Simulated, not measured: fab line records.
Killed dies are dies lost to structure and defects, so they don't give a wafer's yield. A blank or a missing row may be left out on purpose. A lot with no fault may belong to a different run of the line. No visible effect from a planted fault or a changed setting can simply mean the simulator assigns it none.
fab line records :: flow n5-finfet
record
  lots=3
  wafers=9
  last-day=20
route steps=1938 shown BEOL_M0_SAQP@655 BEOL_M0_CUTY@710 BEOL_M4@1111 PASSIVATION@1936
lots with no fault: from the same line, run without faults
start-h: hours from the record's first day to the start of the lot's first wafer shown :: wait-h: hours elapsed since this lot's preceding step :: " identical to the entry in the row above :: L1.1+2: one row covering several wafers at once :: - no value, or no start given :: * or withheld: withheld :: < > ~ a bound
route shown NAME@n: names a module that has steps shown in the file, with the first one's number in the route :: usual: the fault-free wafers' mean and standard deviation :: same: alike in all rows :: chamber/n: place in a boat :: sites: each site's reading :: _std_site: the standard deviation of these :: _edge_site: mean of outer sites minus mean of inner sites :: radius-mm: for every site, how far away it sits from the centre of the wafer :: mask NAME#n: copy n :: behind: the last tool/chamber to shape the wafer :: hold: why the lot went on hold/how many hours it stayed there/how the hold came to an end :: device: whichever transistor did not switch (one of n, p or np) :: end of line: tests of these same wafers at the route's end :: a step with no rows: only its recipe :: killed: the dies lost at the first sort to structure and to defects; this is not the yield of the wafer :: map: per-die view of a wafer (x killed, . not killed, _ where there is no die)
set.NAME: the setting that was run; set.NAME@STEP: the one run at that earlier step :: model.NAME: the simulator's own value behind a step, which no gauge read
certain route steps with their lots: each step a table, each wafer a row
services: from which hour (start-h, from the record's first day; less than 0 if before it) a tool's chamber was out of use, for how many hours, and why
## steps
# step N5_BEOL_M0_SAQP_STRIP_80
# recipe
  chemistry=N2/H2
  temp-c=40
  n2-flow-sccm=200
  h2-flow-sccm=200
  rf-frequency-hz=6e+07
# step N5_BEOL_M0_SAQP_HM_OPEN_112
# recipe
  chemistry=CHF3/O2
  target=SiO2
  stop-on=a-Si
  target-depth-a=120
  over-etch-frac=1.25
  mask-material=SOC
  time-s=13.5
  pressure-mtorr=30
  source-w=650
  bias-w=170
  Ar_flow_sccm=200
  CHF3_flow_sccm=50
  O2_flow_sccm=5
  ion-energy-ev=200
  ends=end-point
# step N5_BEOL_M0_SAQP_STRIP_113
# recipe
  chemistry=CHF3/O2
  resist=SiARC
  rf-frequency-hz=6e+07
# step N5_BEOL_M0_SAQP_MANDREL_ETCH_20
# recipe
  target-depth-a=600
  chemistry=HBr/Cl2
  target=a-Si
  stop-on=SiNx
  bt-time-s=10
  mask-material=SOC
  over-etch-frac=0.5
  time-s=30
  pressure-mtorr=10
  icp-w=800
  bias-w=75
  HBr_flow_sccm=150
  Cl2_flow_sccm=80
  ends=end-point
# step N5_BEOL_M0_SAQP_STRIP_86
# recipe
  chemistry=N2/H2
  power-w=500
  temp-c=40
  pressure-mtorr=50
  rf-frequency-hz=6e+07
  overash-fraction=0.3
  bias-power-w=28
  h2-frac=0.5
  n2-flow-sccm=300
  h2-flow-sccm=300
# step N5_BEOL_M0_SAQP_STRIP_115
# recipe
  chemistry=post-etch-residue-remover
  time-s=60
  temp-c=25
  remover-ph=withheld
  remover-water-wt-pct=withheld
  remover-fluoride-wt-pct=withheld
# step N5_BEOL_M0_SAQP_SRD_93
# recipe
  dry=ipa-marangoni
  time-s=30
  temp-c=23
  rinse-liquid=diw
# step N5_BEOL_M0_SAQP_RECESS_114
# recipe
  chemistry=HF/NH3
  target=SiO2
  target-depth-a=144
  afs-cycles=3
  temp-c=30
  sublimation-temp-c=180
  sublimation-time-s=60
# step N5_BEOL_M0_SAQP_SPACER1_ALD_98
# recipe
  material=SiO2
  target-thk-a=128
  temp-c=300
  ald-precursor-family=BDEAS
  ald-co-reactant=O2-plasma
  pulse-time-s=1
  purge-time-s=2
  co-reactant-purge-time-s=2
  ald-cycles=138
  pressure-torr=2
# step N5_BEOL_M0_SAQP_SPACER1_ETCHBACK_99
# recipe
  chemistry=CHF3/O2
  mode=anisotropic-etchback
  target=SiO2
  target-depth-a=154
  time-s=7.7
  pressure-mtorr=30
  source-w=650
  bias-w=170
  Ar_flow_sccm=200
  CHF3_flow_sccm=50
  O2_flow_sccm=5
  ion-energy-ev=200
# step N5_BEOL_M0_SAQP_MANDREL1_REMOVE_100
# recipe
  chemistry=HBr/Cl2/O2
  bt-time-s=10
  target=a-Si
  stop-on=SiNx
  endpoint=OES-SiCl
  over-etch-frac=0.85
  icp-w=600
  bias-w=30
  HBr_flow_sccm=150
  Cl2_flow_sccm=80
  O2_flow_sccm=5
  pressure-mtorr=10
# step N5_BEOL_M0_SAQP_ETCH_101
# recipe
  chemistry=CH3F/O2
  target=SiNx
  mask-material=SiO2
  target-depth-a=299
  time-s=42.7
  pressure-mtorr=30
  source-w=395
  bias-w=73
  Ar_flow_sccm=150
  CH3F_flow_sccm=30
  O2_flow_sccm=20
  ion-energy-ev=120
# usual
  drypump-motor-current-A=5.6/0.3
  oes-product-au=0.80/0.074
  rf-vpp-V=296/8
  showerhead-plenum-p-Torr=1.99/0.079
  throttle-valve-pct=16.34/0.19
lot.wafer: L987.1
tool: rie-diel-02
chamber: 2
start-h: 116.81
wait-h: 0.0
drypump-motor-current-A: 5.5
oes-product-au: 0.77
rf-hours-counter-h: 159
rf-vpp-V: 289
showerhead-plenum-p-Torr: 2.00
throttle-valve-pct: 16.39

lot.wafer: L987.2
tool: rie-diel-02
chamber: 1
start-h: 116.81
wait-h: 0.0
drypump-motor-current-A: 5.4
oes-product-au: 0.89
rf-hours-counter-h: 44
rf-vpp-V: 302
showerhead-plenum-p-Torr: 2.12
throttle-valve-pct: 16.06

lot.wafer: L987.4
tool: rie-diel-02
chamber: 1
start-h: 116.81
wait-h: 0.0
drypump-motor-current-A: 5.4
oes-product-au: 0.89
rf-hours-counter-h: -
rf-vpp-V: 302
showerhead-plenum-p-Torr: 2.12
throttle-valve-pct: 16.07

lot.wafer: L995.1
tool: rie-diel-03
chamber: 1
start-h: 166.12
wait-h: 0.0
drypump-motor-current-A: 6.5
oes-product-au: 0.77
rf-hours-counter-h: 148
rf-vpp-V: 300
showerhead-plenum-p-Torr: 2.00
throttle-valve-pct: 16.36

lot.wafer: L995.3
tool: rie-diel-03
chamber: 0
start-h: 166.12
wait-h: 0.0
drypump-motor-current-A: 6.0
oes-product-au: 0.87
rf-hours-counter-h: 29
rf-vpp-V: 303
showerhead-plenum-p-Torr: 2.03
throttle-valve-pct: 16.17

lot.wafer: L995.4
tool: rie-diel-03
chamber: 2
start-h: 166.12
wait-h: 0.0
drypump-motor-current-A: 5.4
oes-product-au: 0.69
rf-hours-counter-h: 214
rf-vpp-V: 300
showerhead-plenum-p-Torr: 2.07
throttle-valve-pct: 16.52

lot.wafer: L109.2
tool: rie-diel-03
chamber: 3
start-h: 252.16
wait-h: 0.0
drypump-motor-current-A: 4.9
oes-product-au: 0.74
rf-hours-counter-h: 187
rf-vpp-V: 298
showerhead-plenum-p-Torr: 2.07
throttle-valve-pct: 16.65

lot.wafer: L109.3
tool: rie-diel-03
chamber: 1
start-h: 252.16
wait-h: 0.0
drypump-motor-current-A: 6.4
oes-product-au: 0.76
rf-hours-counter-h: 172
rf-vpp-V: 302
showerhead-plenum-p-Torr: 2.00
throttle-valve-pct: 16.43

lot.wafer: L109.5
tool: rie-diel-03
chamber: 2
start-h: 252.16
wait-h: 0.0
drypump-motor-current-A: 5.4
oes-product-au: 0.67
rf-hours-counter-h: -
rf-vpp-V: 298
showerhead-plenum-p-Torr: 2.06
throttle-valve-pct: 16.56
# step N5_BEOL_M0_SAQP_ETCH_102
# recipe
  chemistry=CF4
  target=SiO2
  target-depth-a=40
  ion-energy-ev=350
  time-s=4.4
  pressure-mtorr=10
  icp-w=800
  bias-w=400
  cf4-flow-sccm=80
# step N5_BEOL_M0_SAQP_MANDREL_ETCH_103
# recipe
  chemistry=HBr/Cl2
  target=a-Si
  target-depth-a=450
  bt-time-s=10
  stop-on=SiCN
  mask-material=SiO2
  over-etch-frac=0.8
  time-s=27
  pressure-mtorr=10
  icp-w=800
  bias-w=75
  HBr_flow_sccm=150
  Cl2_flow_sccm=80
  ends=end-point
# step N5_BEOL_M0_SAQP_RECESS_104
# recipe
  chemistry=HF/NH3
  target=SiO2
  target-depth-a=180
  afs-cycles=3
  temp-c=30
  sublimation-temp-c=180
  sublimation-time-s=60
# step N5_BEOL_M0_SAQP_COAT_105
# recipe
  resist=SOC
  temp-c=250
  time-s=60
  spin-rpm=1500
  resist-thk-nm=100
# step N5_BEOL_M0_SAQP_ETCH_106
# recipe
  chemistry=N2/H2
  target=SOC
  target-depth-a=1500
  stop-on=SiNx
  ion-energy-ev=100
  bias-w=61
  pressure-mtorr=30
  source-w=850
  n2-flow-sccm=200
  h2-flow-sccm=200
# step N5_BEOL_M0_SAQP_ETCH_107
# recipe
  chemistry=CH3F/O2
  target=SiNx
  target-depth-a=300
  mask-material=SOC
  pressure-mtorr=30
  source-w=395
  bias-w=73
  Ar_flow_sccm=150
  CH3F_flow_sccm=30
  O2_flow_sccm=20
  ion-energy-ev=120
# step N5_BEOL_M0_SAQP_STRIP_108
# recipe
  chemistry=N2/H2
  power-w=500
  temp-c=40
  pressure-mtorr=50
  rf-frequency-hz=6e+07
  overash-fraction=0.3
  bias-power-w=28
  h2-frac=0.5
  n2-flow-sccm=300
  h2-flow-sccm=300
# step N5_BEOL_M0_SAQP_RECESS_109
# recipe
  chemistry=HF/NH3
  target=SiO2
  target-depth-a=30
  afs-cycles=1
  temp-c=30
  sublimation-temp-c=180
  sublimation-time-s=60
# step N5_BEOL_M0_SAQP_SPACER2_ALD_26
# recipe
  material=SiO2
  target-thk-a=150
  temp-c=300
  ald-precursor-family=BDEAS
  ald-co-reactant=O2-plasma
  pulse-time-s=1
  purge-time-s=2
  co-reactant-purge-time-s=2
  pressure-torr=2
# step N5_BEOL_M0_SAQP_SPACER2_ETCHBACK_27
# recipe
  chemistry=CHF3/O2
  mode=anisotropic-etchback
  target=SiO2
  target-depth-a=225
  time-s=11.25
  pressure-mtorr=30
  source-w=650
  bias-w=170
  Ar_flow_sccm=200
  CHF3_flow_sccm=50
  O2_flow_sccm=5
  ion-energy-ev=200
# step N5_BEOL_M0_SAQP_MANDREL2_REMOVE_110
# recipe
  chemistry=HBr/Cl2/O2
  bt-time-s=10
  target=a-Si
  stop-on=SiCN
  endpoint=OES-SiCl
  over-etch-frac=1
  icp-w=600
  bias-w=30
  HBr_flow_sccm=150
  Cl2_flow_sccm=80
  O2_flow_sccm=5
  pressure-mtorr=10
# step N5_BEOL_M0_SAQP_COAT_69
# recipe
  resist=SOC
  temp-c=250
  time-s=60
  spin-rpm=1500
  resist-thk-nm=90
# step N5_BEOL_M0_SAQP_COAT_72
# recipe
  resist=SiARC
  temp-c=220
  time-s=60
  spin-rpm=1500
  resist-thk-nm=15
# step N5_BEOL_M0_SAQP_COAT_87
# recipe
  resist=underlayer
  temp-c=205
  time-s=60
  spin-rpm=1500
  resist-thk-nm=5
# step N5_BEOL_M0_SAQP_COAT_34
# recipe
  resist=CAR-EUV
  spin-rpm=1500
  resist-thk-nm=30
# step N5_BEOL_M0_SAQP_EBR_36
# recipe
  solvent=PGMEA
  ebr-width-mm=1.5
# step N5_BEOL_M0_SAQP_SOFTBAKE_35
# recipe
  temp-c=110
  time-s=60
  resist=CAR-EUV
# step N5_BEOL_M0_SAQP_EXPOSE_37
# recipe
  mask-id=M0_CUT1
  na=0.33
  source-shape=annular
  sigma-inner=0.35
  sigma-outer=0.8
  polarization=unpolarized
  target-cd-nm=30
  dose-mj=44.75
# step N5_BEOL_M0_SAQP_PEB_38
# recipe
  peb-temp-c=100
  peb-time-s=60
  resist=CAR-EUV
# step N5_BEOL_M0_SAQP_DEVELOP_39
# recipe
  develop-time-s=30
  developer=TMAH
  resist=CAR-EUV
  rinse-liquid=surfactant-rinse
  dry=air-spin
  dev-temp-c=23
# step N5_BEOL_M0_SAQP_INSPECT_42
# recipe
  mode=adi
  inspect-instrument=brightfield
# usual
  raw-defect-count=276/74
lot.wafer: L987.1
tool: defect-inspect-02
chamber: -
start-h: 119.00
wait-h: 0.1
raw-defect-count: 213

lot.wafer: L987.2
tool: defect-inspect-02
chamber: -
start-h: 119.00
wait-h: 0.1
raw-defect-count: 278

lot.wafer: L987.4
tool: defect-inspect-02
chamber: -
start-h: 119.00
wait-h: 0.1
raw-defect-count: 357

lot.wafer: L995.1
tool: defect-inspect-02
chamber: -
start-h: 168.26
wait-h: 0.1
raw-defect-count: 170

lot.wafer: L995.3
tool: defect-inspect-02
chamber: -
start-h: 168.26
wait-h: 0.1
raw-defect-count: 201

lot.wafer: L995.4
tool: defect-inspect-02
chamber: -
start-h: 168.26
wait-h: 0.1
raw-defect-count: 235

lot.wafer: L109.2
tool: defect-inspect-02
chamber: -
start-h: 255.78
wait-h: 0.0
raw-defect-count: 1505

lot.wafer: L109.3
tool: defect-inspect-02
chamber: -
start-h: 255.78
wait-h: 0.0
raw-defect-count: 320

lot.wafer: L109.5
tool: defect-inspect-02
chamber: -
start-h: 255.78
wait-h: 0.0
raw-defect-count: 247
# step N5_BEOL_M0_SAQP_DESCUM_45
# recipe
  chemistry=O2
  time-s=7
  source-power-w=50
  bias-power-w=20
  pressure-mtorr=20
  rf-frequency-hz=2.712e+07
  temp-c=40
  resist=CAR-EUV
  o2-flow-sccm=225
# step N5_BEOL_M0_SAQP_ETCH_88
# recipe
  chemistry=N2/H2
  target=underlayer
  target-depth-a=65
  time-s=5.2
  ion-energy-ev=200
  mask-material=CAR-EUV
  pressure-mtorr=30
  source-w=840
  bias-w=150
  n2-flow-sccm=200
  h2-flow-sccm=200
  ends=cleared
# step N5_BEOL_M0_SAQP_ETCH_73
# recipe
  chemistry=CF4
  target=SiARC
  target-depth-a=195
  mask-material=CAR-EUV
  time-s=32.5
  ion-energy-ev=80
  pressure-mtorr=40
  source-w=545
  bias-w=36
  Ar_flow_sccm=100
  cf4-flow-sccm=100
  ends=cleared
# step N5_BEOL_M0_SAQP_CUT_ETCH_46
# recipe
  chemistry=N2/H2
  target=SOC
  target-depth-a=1350
  overetch-a=270
  temp-c=40
  time-s=202.5
  ion-energy-ev=200
  mask-material=SiARC
  pressure-mtorr=30
  source-w=840
  bias-w=150
  n2-flow-sccm=200
  h2-flow-sccm=200
# step N5_BEOL_M0_SAQP_STRIP_74
# recipe
  chemistry=N2/H2
  temp-c=40
  n2-flow-sccm=200
  h2-flow-sccm=200
  rf-frequency-hz=6e+07
# step N5_BEOL_M0_CUTY_INSPECT_59
# recipe
  mode=adi
  inspect-instrument=macro
# usual
  raw-defect-count=1.9/1.3
lot.wafer: L987.1
tool: defect-inspect-01
chamber: -
start-h: 120.72
wait-h: 0.0
raw-defect-count: 3

lot.wafer: L987.2
tool: defect-inspect-01
chamber: -
start-h: 120.72
wait-h: 0.0
raw-defect-count: 1

lot.wafer: L987.4
tool: defect-inspect-01
chamber: -
start-h: 120.72
wait-h: 0.0
raw-defect-count: 4

lot.wafer: L995.1
tool: defect-inspect-02
chamber: -
start-h: 169.84
wait-h: 0.0
raw-defect-count: 2

lot.wafer: L995.3
tool: defect-inspect-02
chamber: -
start-h: 169.84
wait-h: 0.0
raw-defect-count: 3

lot.wafer: L995.4
tool: defect-inspect-02
chamber: -
start-h: 169.84
wait-h: 0.0
raw-defect-count: 2

lot.wafer: L109.2
tool: defect-inspect-01
chamber: -
start-h: 257.19
wait-h: 0.0
raw-defect-count: >300

lot.wafer: L109.3
tool: defect-inspect-01
chamber: -
start-h: 257.19
wait-h: 0.0
raw-defect-count: 0

lot.wafer: L109.5
tool: defect-inspect-01
chamber: -
start-h: 257.19
wait-h: 0.0
raw-defect-count: 0
# step N5_BEOL_M4_RC_MEAS_101
# usual
  DIBL_N=36.5/2.1
  DIBL_P=36.6/2.6
  IOFF_N=0.17/0.044
  IOFF_P=0.21/0.048
  ION_N=674/17
  ION_P=462/9.5
  SS_N=71.6/0.77
  SS_P=73.5/0.72
  VT_N=250/4.2
  VT_P=-250/3.9
lot.wafer: L987.1
tool: prober-02
chamber: 0
start-h: 217.64
wait-h: 0.0
DIBL_N[mV/V]: 35.5
DIBL_P[mV/V]: 35.5
IOFF_N[nA/um]: 0.13
IOFF_P[nA/um]: 0.20
ION_N[uA/um]: 673
ION_P[uA/um]: 468
SS_N[mV/dec]: 70.1
SS_P[mV/dec]: 73.9
VT_N[mV]: 253
VT_P[mV]: -251

lot.wafer: L987.2
tool: prober-02
chamber: 0
start-h: 217.64
wait-h: 0.0
DIBL_N[mV/V]: 41.8
DIBL_P[mV/V]: 43.6
IOFF_N[nA/um]: 0.26
IOFF_P[nA/um]: 0.34
ION_N[uA/um]: 695
ION_P[uA/um]: 474
SS_N[mV/dec]: 72.9
SS_P[mV/dec]: 76.0
VT_N[mV]: 244
VT_P[mV]: -245

lot.wafer: L987.4
tool: prober-02
chamber: 0
start-h: 217.64
wait-h: 0.0
DIBL_N[mV/V]: 40.1
DIBL_P[mV/V]: 40.4
IOFF_N[nA/um]: 0.21
IOFF_P[nA/um]: 0.30
ION_N[uA/um]: 674
ION_P[uA/um]: 469
SS_N[mV/dec]: 71.7
SS_P[mV/dec]: 74.8
VT_N[mV]: 251
VT_P[mV]: -246

lot.wafer: L995.1
tool: prober-01
chamber: 0
start-h: 252.08
wait-h: 0.0
DIBL_N[mV/V]: 36.8
DIBL_P[mV/V]: 34.5
IOFF_N[nA/um]: 0.16
IOFF_P[nA/um]: 0.19
ION_N[uA/um]: 677
ION_P[uA/um]: 456
SS_N[mV/dec]: 71.7
SS_P[mV/dec]: 72.7
VT_N[mV]: 249
VT_P[mV]: -250

lot.wafer: L995.3
tool: prober-01
chamber: 0
start-h: 252.08
wait-h: 0.0
DIBL_N[mV/V]: 39.6
DIBL_P[mV/V]: 38.7
IOFF_N[nA/um]: 0.23
IOFF_P[nA/um]: 0.26
ION_N[uA/um]: 702
ION_P[uA/um]: 476
SS_N[mV/dec]: 72.9
SS_P[mV/dec]: 73.3
VT_N[mV]: 246
VT_P[mV]: -246

lot.wafer: L995.4
tool: prober-01
chamber: 0
start-h: 252.08
wait-h: 0.0
DIBL_N[mV/V]: 34.7
DIBL_P[mV/V]: 32.9
IOFF_N[nA/um]: 0.15
IOFF_P[nA/um]: 0.18
ION_N[uA/um]: 698
ION_P[uA/um]: 472
SS_N[mV/dec]: 71.5
SS_P[mV/dec]: 73.0
VT_N[mV]: 251
VT_P[mV]: -252

lot.wafer: L109.2
tool: prober-01
chamber: 0
start-h: 349.58
wait-h: 0.2
DIBL_N[mV/V]: 35.7
DIBL_P[mV/V]: 35.2
IOFF_N[nA/um]: 0.14
IOFF_P[nA/um]: 0.15
ION_N[uA/um]: 662
ION_P[uA/um]: 452
SS_N[mV/dec]: 71.3
SS_P[mV/dec]: 72.9
VT_N[mV]: 256
VT_P[mV]: -257

lot.wafer: L109.3
tool: prober-01
chamber: 0
start-h: 349.58
wait-h: 0.2
DIBL_N[mV/V]: 35.8
DIBL_P[mV/V]: 36.3
IOFF_N[nA/um]: 0.14
IOFF_P[nA/um]: 0.18
ION_N[uA/um]: 667
ION_P[uA/um]: 459
SS_N[mV/dec]: 70.6
SS_P[mV/dec]: 72.9
VT_N[mV]: 254
VT_P[mV]: -253

lot.wafer: L109.5
tool: prober-01
chamber: 0
start-h: 349.58
wait-h: 0.2
DIBL_N[mV/V]: 33.6
DIBL_P[mV/V]: 35.2
IOFF_N[nA/um]: 0.10
IOFF_P[nA/um]: 0.16
ION_N[uA/um]: 652
ION_P[uA/um]: 458
SS_N[mV/dec]: 70.4
SS_P[mV/dec]: 73.0
VT_N[mV]: 256
VT_P[mV]: -254
# step N5_PASSIVATION_PROBE_49
# usual
  defect-limited-yield=91.2/1.5
  killed_at_M0_to_M3=36/10
  killed_at_M4_up=14/5.2
  killed-at-contacts=12/6
  killed-at-front-end=37/10
  killed-at-other=4/3.3
  killed-dies=104/18
  killed-on-rim=14/4.1
  killed-open=68/14
  killed-short=34/7.4
  sort_bin_5_function=5.2/1
  sort_bin_6_memory=3.3/0.7
  sort-n-pass=1076/18
  sort-yield-pct=91.2/1.5
# same
  gross-dies=1180
  killed-at-back-side=0
  sort_bin_4_leakage[%]=0
  sort_bin_8_speed[%]=0
lot.wafer: L995.1
tool: prober-02
chamber: -
start-h: 347.31
wait-h: 0.0
defect-limited-yield[%]: 90.3
killed_at_M0_to_M3: 33
killed_at_M4_up: 19
killed-at-contacts: 18
killed-at-front-end: 43
killed-at-other: 1
killed-dies: 114
killed-on-rim: 21
killed-open: 82
killed-short: 30
sort_bin_5_function[%]: 6.1
sort_bin_6_memory[%]: 3.2
sort-n-pass: 1066
sort-yield-pct[%]: 90.3

lot.wafer: L995.3
tool: prober-02
chamber: -
start-h: 347.41
wait-h: 0.1
defect-limited-yield[%]: 87.8
killed_at_M0_to_M3: 40
killed_at_M4_up: 24
killed-at-contacts: 26
killed-at-front-end: 49
killed-at-other: 5
killed-dies: 144
killed-on-rim: 14
killed-open: 88
killed-short: 49
sort_bin_5_function[%]: 6.8
sort_bin_6_memory[%]: 4.7
sort-n-pass: 1036
sort-yield-pct[%]: 87.8

lot.wafer: L995.4
tool: prober-02
chamber: -
start-h: 347.46
wait-h: 0.2
defect-limited-yield[%]: 92.1
killed_at_M0_to_M3: 19
killed_at_M4_up: 19
killed-at-contacts: 18
killed-at-front-end: 36
killed-at-other: 1
killed-dies: 93
killed-on-rim: 9
killed-open: 62
killed-short: 24
sort_bin_5_function[%]: 4.1
sort_bin_6_memory[%]: 2.8
sort-n-pass: 1087
sort-yield-pct[%]: 92.1

lot.wafer: L109.2
tool: prober-01
chamber: -
start-h: 478.25
wait-h: 0.1
defect-limited-yield[%]: 86.0
killed_at_M0_to_M3: 122
killed_at_M4_up: 15
killed-at-contacts: 3
killed-at-front-end: 23
killed-at-other: 2
killed-dies: 165
killed-on-rim: 30
killed-open: 55
killed-short: 34
sort_bin_5_function[%]: 8.9
sort_bin_6_memory[%]: 2.9
sort-n-pass: 1015
sort-yield-pct[%]: 86.0
# killed by level:class
L995.1 MOL_CONTACT_COAG:geometric-particle:open=17 STI_FIN_REVEAL:geometric-particle:open=9 FIN_SAQP:geometric-particle:open=8 FIN_SAQP:geometric-particle:short=8 BEOL_M5:geometric-particle:open=7 BEOL_M1:geometric-particle:open=6 BEOL_M3:geometric-particle:open=5 ILD0:geometric-particle:open=4
L995.3 MOL_CONTACT_COAG:geometric-particle:open=19 FIN_SAQP:geometric-particle:short=14 BEOL_M3:geometric-particle:open=11 FIN_SAQP:geometric-particle:open=10 MOL_CONTACT_COAG:geometric-particle:short=7 BEOL_M5:geometric-particle:open=7 BEOL_M0_SAQP:geometric-particle:open=6 BEOL_M0_SAQP:geometric-particle:short=6
L995.4 MOL_CONTACT_COAG:geometric-particle:open=16 FIN_SAQP:geometric-particle:open=9 HKMG_FIN:area-etch=6 FIN_SAQP:geometric-particle:short=5 BEOL_M1:geometric-particle:open=5 BEOL_M0:geometric-particle:open=4 STARTING-WAFER:geometric-particle:open=4 BEOL_M5:geometric-particle:open=4
L109.2 BEOL_M0_SAQP:unspecified=75 BEOL_M2:geometric-particle:open=12 BEOL_M3:geometric-particle:open=8 BEOL_M2:geometric-particle:short=7 STI_FIN_REVEAL:geometric-particle:open=6 BEOL_M0_SAQP:geometric-particle:short=6 BEOL_M4:geometric-particle:open=6 STI_FIN_REVEAL:geometric-particle:short=5
# map L109.2 (x killed, . not)
_________________xxxxx.......________________
______________xxxxxxxxx....x.x.._____________
___________xxxxxxxxxxx.x.x.x.......__________
__________xxxxxxxxxxxx..........x.xx_________
________xxxxxxxxxxxxx................._______
_______..xxxxxxxxx.xx..................______
______..x.xxxxxxxx........xx............_____
_____....x.x...x.x......x.xx...x.........____
____.x..x...x.x............x..............___
___.....x....x.......x.................x..x__
___.....x.x...................xx...........__
__..................x......................._
__..............x.............x........x..x._
_x........x..................x...............
_............x...............................
_.......x.............xx.....x...............
_........................................x...
_......x.........................x.......x...
_.........x...x......x.............x.........
_..xx..........x..........x...x..............
_......x.......xx............x.......xx.....x
__...............xx..........x.........x...._
__....................x..x................x._
___....................x......x......x.....__
___..x.x.......x........................x..__
____.x.....................x.....x.x......___
_____.......................x............____
______........x....x..x...x............._____
_______................................______
________........x...................x._______
__________.............x............_________
___________....xx..................__________
______________.................._____________
_________________x.....x.....________________
# map L995.3 (x killed, . not)
_________________...xx.......________________
______________.....x.x....x....._____________
___________........................__________
__________...x..x....x...xx....x...._________
________.x........x...............x..._______
_______......x..x......................______
______........x...x.x.........xx..x.x..._____
_____......x.x...x.........x.............____
____.........x..x.........................___
___x.xx....................................__
___............x.......xx.x..x.x.x.........__
__.......x.......x........x.....x....x......_
__........x.x.....xxx...............x..xx.x._
_...x.....x.........x..........x.........x...
_..............x.x....x......................
_..............x...........x.......x.........
_...xx......x...........x....xx.xx..x..x.....
_...........x......x.............x......x...x
_....x...................xx.x....x...........
_...x...x...x............x...x...xx..x.......
_..x.........................................
__..x...xx.....x....x.............xx......x._
__.............x...............x...x......x._
___......x.x....................x..........__
___...........x.....x.........x......x.....__
____..............x............x..x....x..___
_____......x......................x......____
______.x...x............x............x.._____
_______..x.......x.x.........x.x...x...______
________.........x......x............x_______
__________..x.x..x.................._________
___________.x.x............x..x.x..__________
______________.........x.x..x..._____________
_________________....x......x________________
## services
tool: rie-diel-02
chamber: 2
start-h: 105.66
hours: 4.1
kind: repair

tool: rie-diel-02
chamber: 0
start-h: 109.46
hours: 16.2
kind: repair

tool: rie-diel-02
chamber: 3
start-h: 114.40
hours: 6.5
kind: repair

tool: rie-diel-03
chamber: 1
start-h: 114.46
hours: 10.7
kind: repair

tool: rie-diel-03
chamber: 3
start-h: 139.89
hours: 3.5
kind: repair

tool: rie-diel-02
chamber: 2
start-h: 162.48
hours: 6.6
kind: repair

tool: rie-diel-03
chamber: 3
start-h: 200.07
hours: 23.7
kind: repair

tool: rie-diel-03
chamber: 2
start-h: 220.43
hours: 3.6
kind: repair

tool: rie-diel-02
chamber: 3
start-h: 230.01
hours: 2.4
kind: repair

tool: rie-diel-02
chamber: 0
start-h: 252.10
hours: 6.5
kind: repair
## key
first-sign
  step=N5_BEOL_M0_SAQP_INSPECT_42
  reading=raw-defect-count
  direction=up
  sigmas=17
  usual=276
  struck=1505
effect
  step=N5_BEOL_M0_CUTY_INSPECT_59
  reading=raw-defect-count
  direction=up
  sigmas=99+
  usual=1.9
  struck=>300
effect
  step=N5_PASSIVATION_PROBE_49
  reading=killed_at_M0_to_M3
  direction=up
  sigmas=8.2
  usual=36
  struck=122
more-kills-born-at
  N5_BEOL_M0_SAQP_ETCH_101@rie-diel-03=75
met-at N5_BEOL_M0_SAQP_ETCH_101
struck-wafers L109.2
fault
  kind=chamber-particle-source
  tool=rie-diel-03
  chamber=3
  onset-h=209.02
  steps=N5_BEOL_M0_SAQP_ETCH_101
  rate-per-visit-cm2=1.7115
  end-h=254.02
